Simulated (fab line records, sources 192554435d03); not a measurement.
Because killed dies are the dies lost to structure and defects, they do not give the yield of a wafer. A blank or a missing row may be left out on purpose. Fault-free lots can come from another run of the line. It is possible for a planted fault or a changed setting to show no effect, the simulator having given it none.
Matching of chambers    flow n5_finfet    N5_BEOL_M7_PECVD_70 on pecvd-04: 3 sister chambers
The step deposits SiO2 from TEOS/O2, target thk 20 nm, time 22.7 s. 3 wafers are shown with their chamber, then 7 later ones without.

EACH WAFER AND ITS CHAMBER
wafer   chamber  showerhead_plenum_p_Torr (Torr)
L088.1  0        8.79
L091.1  1        8.69
L091.3  2        8.73

WAFERS WHOSE CHAMBER IS MISSING
wafer   showerhead_plenum_p_Torr (Torr)
L091.6  8.70
L095.1  8.72
L095.2  8.80
L095.5  8.81
L097.1  8.68
L097.3  8.78
L097.5  8.69

EACH ONE'S CHAMBER
wafer   from the rows above      in truth
L091.6  can't be placed: 1 or 2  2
L095.1  can't be placed: 2 or 1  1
L095.2  0                        0
L095.5  0                        0
L097.1  1                        1
L097.3  0                        0
L097.5  1                        1
5 of 7 placed correctly. Unplaceable from these rows: 2, with the true chamber sitting among the candidates in 2. Number placed wrongly: 0.
How it was worked out, from the rows above alone: a wafer's distance from a chamber is the root of the sum, over the readings, of the square of ((its reading less the chamber's mean) divided by the reading's scatter). If the next closest chamber is less than 2 further off than the closest, the wafer can't be placed; otherwise it belongs to the closest. A chamber's mean is the mean of its shown wafers. The scatter: root of mean squared gap, hidden wafer to nearest shown wafer, with one shown wafer a chamber.
